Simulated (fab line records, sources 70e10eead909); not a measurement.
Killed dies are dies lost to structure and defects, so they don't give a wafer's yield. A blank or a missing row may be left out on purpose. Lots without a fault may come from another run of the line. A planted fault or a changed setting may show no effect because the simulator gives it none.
fab line records | flow nand_harc
record lots=6 wafers=17 last_day=23
route steps=1159 shown P_CONTACT@233
lots that met no fault: from a run of the same line without faults
start_h: hours from the record's first day to the start of the lot's first wafer shown | wait_h: hours since the lot's step before | " the same as in the row above | L1.1+2: a row that stands for several wafers | - no value, or no start given | * or withheld: withheld | < > ~ a bound
route shown NAME@n: a module of which the file shows steps, and the number in the route of the first | usual: mean/standard deviation of fault-free wafers | same: alike in all rows | chamber/n: place in a boat | sites: the reading at each site | _std_site: their standard deviation | _edge_site: outer sites' mean less inner sites' | radius_mm: how far each site lies from the wafer's centre | mask NAME#n: copy n | behind: the tool/chamber that last shaped the wafer | hold: why the lot was held/for how many hours/how that ended | device: the transistor (n, p or np) that didn't switch | end of line: the same wafers' tests at the end of the route | a step without rows: its recipe alone | killed: dies lost to structure and defects at the first sort, not the wafer's yield | map: a wafer's dies, x killed, . not, _ none there
set.NAME: the setting as run; set.NAME@STEP: as run at that earlier step | model.NAME: the simulator's own value behind a step, which no gauge read
lots at some steps of the route; a table a step, a row a wafer
services: from which hour (start_h, from the record's first day; less than 0 if before it) a tool's chamber was out of use, for how many hours, and why
## steps
# step NHARC_P_CONTACT_OVL_MEAS_13
# usual overlay_x_nm=-0.3/0.77 overlay_y_nm=0.0/0.95
# columns lot.wafer tool chamber start_h wait_h overlay_x_nm overlay_y_nm
L532.3 overlay-01 - 112.15 - -1.3 0.5
L532.4 " - " " -1.0 0.2
L532.5 " - " " -1.5 0.7
L541.3 overlay-02 - 158.99 - 0.7 0.4
L541.5 " - " " 1.0 0.3
L542.2 overlay-01 - 171.80 - -0.2 1.4
L542.3 " - " " 0.0 1.5
L542.6 " - " " -0.4 0.9
L548.1 overlay-01 - 209.26 - 0.2 -0.9
L548.3 " - " " 0.1 -0.7
L548.5 " - " " 0.0 -1.0
L551.4 overlay-02 - 218.89 - -0.6 0.0
L551.5 " - " " -0.9 -0.1
L551.6 " - " " -1.3 0.1
L553.1 overlay-01 - 231.30 - 0.0 0.1
L553.2 " - " " -0.9 0.6
L553.4 " - " " -0.4 0.7
# step NHARC_P_CONTACT_INSPECT_14
# usual raw_defect_count=3.9/2
# columns lot.wafer tool chamber start_h wait_h raw_defect_count
L532.3 defect_inspect-01 - 112.19 0.0 2
L532.4 " - " " 4
L532.5 " - " " 3
L541.3 defect_inspect-02 - 159.02 0.0 7
L541.5 " - " " 5
L542.2 defect_inspect-01 - 171.84 0.0 3
L542.3 " - " " 4
L542.6 " - " " 3
L548.1 defect_inspect-02 - 209.30 0.0 0
L548.3 " - " " 3
L548.5 " - " " 9
L551.4 defect_inspect-01 - 218.93 0.0 3
L551.5 " - " " 6
L551.6 " - " " 2
L553.1 defect_inspect-02 - 231.34 0.0 8
L553.2 " - " " 5
L553.4 " - " " 3
# step NHARC_P_CONTACT_DESCUM_17
# recipe time_s=3 o2_flow_sccm=200 ar_flow_sccm=0 bias_power_w=0 chemistry=O2
# usual drypump_motor_current_A=5.9/0.53 oes_product_au=0.996/0.011 rf_vpp_V=57.6/0.94 showerhead_plenum_p_Torr=1.89/0.073 throttle_valve_pct=11.310/0.0091
# same time_s=3
# columns lot.wafer tool chamber start_h wait_h drypump_motor_current_A oes_product_au rf_hours_counter_h rf_vpp_V showerhead_plenum_p_Torr throttle_valve_pct
L532.4 rie_diel-01 3 112.25 0.1 5.9 1.001 14 58.1 1.83 11.299
L532.3 " 0 " " 5.3 1.026 14 57.8 1.80 11.317
L532.5 " 3 " " 5.9 0.990 - 58.4 1.83 11.307
L541.3 rie_diel-05 0 159.11 0.1 6.4 0.976 14 57.4 1.92 11.298
L541.5 " 1 " " 6.3 0.986 - 58.4 2.01 11.309
L542.3 rie_diel-01 3 171.90 0.1 5.9 1.015 2 58.4 1.83 11.312
L542.2 " 1 " " 6.6 0.995 2 57.4 1.89 11.311
L542.6 " 3 " " 5.9 1.007 - 58.6 1.83 11.297
L548.3 rie_diel-01 3 209.36 0.1 5.9 1.003 6 59.0 1.83 11.321
L548.1 " 1 " " 6.6 0.994 6 57.2 1.89 11.305
L548.5 " 0 " " 5.3 1.000 - 58.8 1.80 11.304
L551.4 rie_diel-01 3 218.99 0.1 5.9 1.012 7 57.8 1.83 11.300
L551.6 " 2 " " 5.1 1.005 - 56.2 1.86 11.283
L551.5 " 3 " " 5.9 1.003 - 57.5 1.83 11.292
L553.1 rie_diel-08 1 231.41 0.1 6.6 0.988 34 57.8 2.02 11.297
L553.2 " 2 " " 5.8 1.012 34 56.2 1.80 11.314
L553.4 " 1 " " 6.5 0.981 - 58.8 2.02 11.309
# step NHARC_P_CONTACT_ETCH_35
# recipe target_depth_a=390 over_etch_frac=0.3 time_s=65 ion_energy_ev=80 cf4_flow_sccm=150 ar_flow_sccm=0 rf_w=300 bias_w=100 chemistry=CF4
# step NHARC_P_CONTACT_ETCH_36
# recipe target_depth_a=2600 over_etch_frac=0.25 time_s=406.25 ion_energy_ev=200 n2_flow_sccm=150 h2_flow_sccm=150 ar_flow_sccm=0 rf_w=400 bias_w=150 chemistry=N2/H2
# usual drypump_motor_current_A=5.9/0.56 oes_product_au=0.995/0.012 rf_vpp_V=430.0/2.3 showerhead_plenum_p_Torr=2.02/0.079 throttle_valve_pct=14.171/0.0091
# same time_s=406.25
# columns lot.wafer tool chamber start_h wait_h drypump_motor_current_A oes_product_au rf_hours_counter_h rf_vpp_V showerhead_plenum_p_Torr throttle_valve_pct
L532.4 rie_diel-01 1 - - 6.6 1.009 14 429.8 2.02 14.168
L532.3 " 2 " " 5.1 1.024 12 428.0 1.98 14.176
L532.5 " 1 " " 6.6 1.012 - 430.0 2.02 14.175
L541.3 rie_diel-05 1 - - 6.4 0.991 18 433.7 2.15 14.155
L541.5 " 0 " " 6.4 0.979 - 431.4 2.05 14.165
L542.2 rie_diel-01 3 - - 5.9 1.005 2 428.7 1.95 14.164
L542.3 " 0 " " 5.3 0.993 2 428.3 1.92 14.173
L542.6 " 0 " " 5.3 0.989 - 427.7 1.92 14.161
L548.1 rie_diel-01 0 - - 5.3 0.985 6 427.2 1.91 14.169
L548.3 " 3 " " 5.9 0.991 6 428.0 1.94 14.166
L548.5 " 0 " " 5.3 0.996 - 427.2 1.91 14.167
L551.4 rie_diel-01 3 - - 5.9 1.024 7 428.4 1.94 14.191
L551.6 " 1 " " 6.6 1.007 - 431.2 2.02 14.159
L551.5 " 2 " " 5.1 1.000 - 430.1 1.98 14.174
L553.1 rie_diel-08 2 - - 5.8 1.019 34 426.5 1.91 14.169
L553.2 " 1 " " 6.6 0.979 34 432.8 2.16 14.178
L553.4 " 1 " " 6.6 1.000 - 434.7 2.16 14.160
# step NHARC_P_CONTACT_ETCH_18
# recipe target_depth_a=4810 time_s=240.5 c4f8_flow_sccm=20 o2_flow_sccm=10 ar_flow_sccm=withheld rf_w=600 bias_w=1500 chemistry=C4F8/O2/Ar
# step NHARC_P_CONTACT_STRIP_37
# recipe c4f8_flow_sccm=withheld o2_flow_sccm=8 ar_flow_sccm=withheld bias_w=0 chemistry=C4F8/O2/Ar
# step NHARC_P_CONTACT_ETCH_31
# recipe target_depth_a=300 time_s=85.7 ion_energy_ev=120 over_etch_frac=1 ch3f_flow_sccm=50 o2_flow_sccm=30 ar_flow_sccm=200 rf_w=500 bias_w=100 chemistry=CH3F/O2
# usual drypump_motor_current_A=5.9/0.54 oes_product_au=0.977/0.015 rf_vpp_V=244.1/1.5 showerhead_plenum_p_Torr=2.43/0.094 throttle_valve_pct=20.664/0.0088
# same time_s=85.7
# columns lot.wafer tool chamber start_h wait_h drypump_motor_current_A oes_product_au rf_hours_counter_h rf_vpp_V showerhead_plenum_p_Torr throttle_valve_pct
L532.3 rie_diel-01 3 - - 5.9 0.981 14 243.3 2.35 20.660
L532.4 " 2 " " 5.1 0.989 12 243.6 2.39 20.661
L532.5 " 3 " " 5.9 0.989 - 241.4 2.35 20.671
L541.3 rie_diel-05 1 - - 6.4 0.971 18 244.6 2.58 20.655
L541.5 " 1 " " 6.4 0.975 - 245.8 2.58 20.654
L542.3 rie_diel-01 3 - - 5.9 0.973 3 243.2 2.35 20.661
L542.2 " 0 " " 5.3 0.959 3 242.7 2.32 20.659
L542.6 " 3 " " 5.9 0.965 - 243.0 2.35 20.665
L548.3 rie_diel-01 3 - - 5.9 0.980 6 242.1 2.35 20.663
L548.1 " 0 " " 5.3 0.972 7 242.8 2.32 20.666
L548.5 " 0 " " 5.3 0.969 - 243.9 2.32 20.670
L551.4 rie_diel-01 1 - - 6.6 0.971 7 243.5 2.43 20.668
L551.6 " 2 " " 5.1 0.972 - 244.3 2.39 20.671
L551.5 " 3 " " 5.9 0.979 - 242.5 2.35 20.678
L553.1 rie_diel-08 3 - - 5.2 0.952 38 243.5 2.42 20.660
L553.2 " 1 " " 6.6 0.954 34 246.6 2.59 20.670
L553.4 " 2 " " 5.8 0.978 - 242.6 2.31 20.659
# step NHARC_P_CONTACT_CD_MEAS_19
# usual cd_nm=88.9/1.5
# columns lot.wafer tool chamber start_h wait_h cd_nm
L532.3 cd_sem-03 - 113.19 - 87.3
L532.4 " - " " 89.3
L532.5 " - " " 89.8
L541.3 cd_sem-03 - 160.11 - 88.5
L541.5 " - " " 91.7
L542.2 cd_sem-01 - 172.77 - 87.7
L542.3 " - " " 87.0
L542.6 " - " " 86.5
L548.1 cd_sem-02 - 210.23 - 90.1
L548.3 " - " " 86.5
L548.5 " - " " 91.0
L551.4 cd_sem-03 - 220.03 - 88.3
L551.5 " - " " 85.7
L551.6 " - " " 92.4
L553.1 cd_sem-02 - 232.93 - 87.4
L553.2 " - " " 88.9
L553.4 " - " " 89.4
# step NHARC_P_CONTACT_STRIP_28
# recipe o2_flow_sccm=500 ar_flow_sccm=0 bias_w=0 chemistry=O2
# step NHARC_P_CONTACT_STRIP_29
# recipe time_s=1200 temp_c=72.5 chemistry=post_etch_residue_remover
# step NHARC_P_CONTACT_DEGAS_38
# recipe temp_c=300 time_s=60
# usual heater_power_w=485/53
# same time_s=60
# columns lot.wafer tool chamber start_h wait_h heater_power_w
L532.3 pvd_sputter-02 - 113.90 - 542
L532.4 " - " " 616
L532.5 " - " " 421
L541.3 pvd_sputter-02 - 160.82 - 503
L541.5 " - " " 522
L542.2 pvd_sputter-02 - 173.50 - 514
L542.3 " - " " 613
L542.6 " - " " 621
L548.3 pvd_sputter-03 - 211.04 - 426
L548.1 " - " " 499
L548.5 " - " " 517
L551.4 pvd_sputter-03 - 220.83 - 503
L551.5 " - " " 498
L551.6 " - " " 461
L553.4 pvd_sputter-01 - 233.71 - 505
L553.1 " - " " 493
L553.2 " - " " 516
# step NHARC_P_CONTACT_PRE_CLEAN_39
# recipe time_s=19.5 bias_v=250 gas=Ar
# usual time_s=19.5/0
# columns lot.wafer tool chamber start_h wait_h time_s
L532.3 pvd_sputter-02 - 113.97 - 19.5
L532.4 " - " " 19.5
L532.5 " - " " 19.5
L541.3 pvd_sputter-02 - 160.91 - 19.5
L541.5 " - " " 16.412
L542.3 pvd_sputter-02 - 173.58 - 19.5
L542.2 " - " " 19.5
L542.6 " - " " 16.412
L548.1 pvd_sputter-03 - 211.11 - 19.5
L548.3 " - " " 19.5
L548.5 " - " " 19.5
L551.4 pvd_sputter-03 - 220.91 - 19.5
L551.5 " - " " 19.5
L551.6 " - " " 19.5
L553.4 pvd_sputter-01 - 233.78 - 19.5
L553.1 " - " " 19.5
L553.2 " - " " 19.5
# step NHARC_P_CONTACT_PVD_32
# recipe target_thk_a=50 chamber_pressure_pa=5 power_w=5000 substrate_temp_c=200 time_s=17.7 material=Ti
# usual cathode_dc_power_W=5000.0/0.89 throttle_valve_pct=30.3/1
# same time_s=17.7
# columns lot.wafer tool chamber start_h wait_h cathode_dc_power_W throttle_valve_pct
L532.4 pvd_sputter-02 - - - 5000.8 30.5
L532.3 " - " " 4999.1 28.5
L532.5 " - " " 5000.5 30.7
L541.3 pvd_sputter-02 - - - 5000.5 30.6
L541.5 " - " " 5001.4 31.3
L542.3 pvd_sputter-02 - - - 5000.8 30.5
L542.2 " - " " 4998.9 28.3
L542.6 " - " " 5000.0 31.2
L548.1 pvd_sputter-03 - - - 5000.9 28.1
L548.3 " - " " 4999.3 31.6
L548.5 " - " " 5000.6 30.9
L551.4 pvd_sputter-03 - - - 4999.8 30.4
L551.6 " - " " 4999.8 28.4
L551.5 " - " " 5000.7 31.7
L553.4 pvd_sputter-01 - - - 5001.4 30.5
L553.2 " - " " 5000.3 30.0
L553.1 " - " " 4998.7 28.4
## services
# columns tool chamber start_h hours kind
rie_diel-05 0 91.78 12.0 repair
rie_diel-01 0 92.46 - clean
rie_diel-01 1 92.46 - clean
rie_diel-05 1 101.82 9.5 repair
pvd_sputter-03 - 102.00 10.0 pm
pvd_sputter-03 - 113.67 3.1 repair
rie_diel-08 - 124.88 9.0 pm
pvd_sputter-01 - 131.86 4.7 repair
rie_diel-01 - 137.80 9.0 pm
pvd_sputter-01 - 145.07 0.5 repair
pvd_sputter-03 - 145.44 7.4 repair
rie_diel-05 2 154.67 5.7 repair
pvd_sputter-01 - 158.01 10.0 pm
rie_diel-05 - 163.60 9.0 pm
pvd_sputter-03 - 180.58 0.6 repair
rie_diel-05 3 202.44 21.7 repair
rie_diel-08 1 212.14 10.4 repair
pvd_sputter-02 - 214.00 10.0 pm
pvd_sputter-01 - 214.17 1.6 repair
rie_diel-08 2 215.41 3.8 repair
rie_diel-08 0 216.33 1.2 repair
rie_diel-08 0 221.02 31.8 repair
pvd_sputter-03 - 227.65 5.1 repair
rie_diel-05 - 229.85 4.7 repair
## key
first_sign step=NHARC_P_CONTACT_PRE_CLEAN_39 reading=time_s direction=down sigmas=99+ usual=* struck=*
effect none on later readings
met_at NHARC_P_CONTACT_PRE_CLEAN_39
struck_wafers L541.5,L542.6
tester_left_out L541,L542
onset_between 113.97 160.91
fault kind=process_parameter_drift tool=pvd_sputter-02 chamber=- onset_h=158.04 steps=NHARC_P_CONTACT_PRE_CLEAN_39 channel=time_s offset=* shape=step end_h=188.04 scope=struck_wafers_only acts_in=* stated=*
# tester_left_out: of these lots the tester's yield and bins aren't shown, on N5 and GAA mostly nor the transistor test; their killed dies are dies lost to structure and defects alone, not to doping, threshold or leakage, so they don't give the yield
